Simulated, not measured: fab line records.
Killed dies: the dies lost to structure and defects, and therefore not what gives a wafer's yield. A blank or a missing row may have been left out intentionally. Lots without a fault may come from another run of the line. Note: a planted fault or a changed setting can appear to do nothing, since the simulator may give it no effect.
The tool behind it: which one? / flow n5Finfet / Sampling: 12 lots, 36 wafers, 3 of 1938 route steps

== WHAT THE GAUGES READ, wafer by wafer ==
N5_MOL_CONTACT_COAG_INSPECT_42: inspects for defects (brightfield).
lot=L075; measured=day 5 14:14; on=defectInspect-01; rawDefectCount=185 166 185
lot=L077; measured=day 5 20:46; on=defectInspect-01; rawDefectCount=154 222 242
lot=L079; measured=day 6 11:31; on=defectInspect-02; rawDefectCount=97 151 116
lot=L081; measured=day 6 22:14; on=defectInspect-01; rawDefectCount=142 215 144
lot=L083; measured=day 7 10:59; on=defectInspect-02; rawDefectCount=305 195 216
lot=L085; measured=day 7 20:53; on=defectInspect-01; rawDefectCount=259 188 219
lot=L087; measured=day 8 13:17; on=defectInspect-02; rawDefectCount=221 108 208
lot=L089; measured=day 9 07:12; on=defectInspect-02; rawDefectCount=145 212 192
lot=L091; measured=day 10 02:28; on=defectInspect-02; rawDefectCount=188 223 177
lot=L093; measured=day 10 07:48; on=defectInspect-02; rawDefectCount=225 143 222
lot=L095; measured=day 10 18:07; on=defectInspect-01; rawDefectCount=284 201 311
lot=L097; measured=day 11 02:11; on=defectInspect-02; rawDefectCount=129 156 160

== TOOL THAT RAN EACH LOT (tool first, then ch and the chambers of the sampled wafers, then the start) ==
lot=L075; N5_MOL_CONTACT_COAG_ETCHBACK_135=rieDiel-04 ch 0,2, day 5 13:20; N5_MOL_CONTACT_COAG_STRIP_96=rieDiel-04 ch 0,2, day 5 13:26
lot=L077; N5_MOL_CONTACT_COAG_ETCHBACK_135=rieDiel-04 ch 0,1, day 5 19:59; N5_MOL_CONTACT_COAG_STRIP_96=rieDiel-04 ch 0,1, day 5 20:05
lot=L079; N5_MOL_CONTACT_COAG_ETCHBACK_135=rieDiel-05 ch 1,3, day 6 10:37; N5_MOL_CONTACT_COAG_STRIP_96=rieDiel-05 ch 1,3, day 6 10:43
lot=L081; N5_MOL_CONTACT_COAG_ETCHBACK_135=rieDiel-04 ch 2,3, day 6 21:19; N5_MOL_CONTACT_COAG_STRIP_96=rieDiel-04 ch 2,3, day 6 21:25
lot=L083; N5_MOL_CONTACT_COAG_ETCHBACK_135=rieDiel-04 ch 2,3, day 7 09:59; N5_MOL_CONTACT_COAG_STRIP_96=rieDiel-04 ch 2,3, day 7 10:05
lot=L085; N5_MOL_CONTACT_COAG_ETCHBACK_135=rieDiel-01 ch 0,1,3, day 7 20:07; N5_MOL_CONTACT_COAG_STRIP_96=rieDiel-01 ch 0,1,3, day 7 20:13
lot=L087; N5_MOL_CONTACT_COAG_ETCHBACK_135=rieDiel-04 ch 2,3, day 8 12:24; N5_MOL_CONTACT_COAG_STRIP_96=rieDiel-04 ch 2,3, day 8 12:33
lot=L089; N5_MOL_CONTACT_COAG_ETCHBACK_135=rieDiel-01 ch 0,3, day 8 21:43; N5_MOL_CONTACT_COAG_STRIP_96=rieDiel-01 ch 0,3, day 8 21:49
lot=L091; N5_MOL_CONTACT_COAG_ETCHBACK_135=rieDiel-01 ch 0,1,3, day 10 01:41; N5_MOL_CONTACT_COAG_STRIP_96=rieDiel-01 ch 0,1,3, day 10 01:47
lot=L093; N5_MOL_CONTACT_COAG_ETCHBACK_135=rieDiel-01 ch 0,1,3, day 10 07:01; N5_MOL_CONTACT_COAG_STRIP_96=rieDiel-01 ch 0,1,3, day 10 07:07
lot=L095; N5_MOL_CONTACT_COAG_ETCHBACK_135=rieDiel-05 ch 1,2,3, day 10 17:12; N5_MOL_CONTACT_COAG_STRIP_96=rieDiel-05 ch 1,2,3, day 10 17:18
lot=L097; N5_MOL_CONTACT_COAG_ETCHBACK_135=rieDiel-04 ch 0,1,2, day 11 01:17; N5_MOL_CONTACT_COAG_STRIP_96=rieDiel-04 ch 0,1,2, day 11 01:23
- N5_MOL_CONTACT_COAG_ETCHBACK_135: etches SiO2 in CHF3, target depth 25 nm, time 16.7 s.
- N5_MOL_CONTACT_COAG_STRIP_96: strips in N2/H2.

== THE ANSWER, worked out from the rows above alone ==
Rule: the lots themselves supply what counts as usual. Put in order of their means at a reading, lots are off if they are a third of the lots or fewer, leave a main group of 4 or more, and stand apart from it by a gap of 3 or more times the standard deviation of the main group's means; of several such gaps the widest counts. The tables above print the reading to a certain number of digits; a main group whose means all agree to those digits is not used. A lot without any number at a reading at which 4 lots or more have one is off too. All remaining lots with rows at the step are treated as sound.
None of the lots is off at any reading shown; this tells nothing.

== WHAT THE SIMULATOR HAD INSERTED ==
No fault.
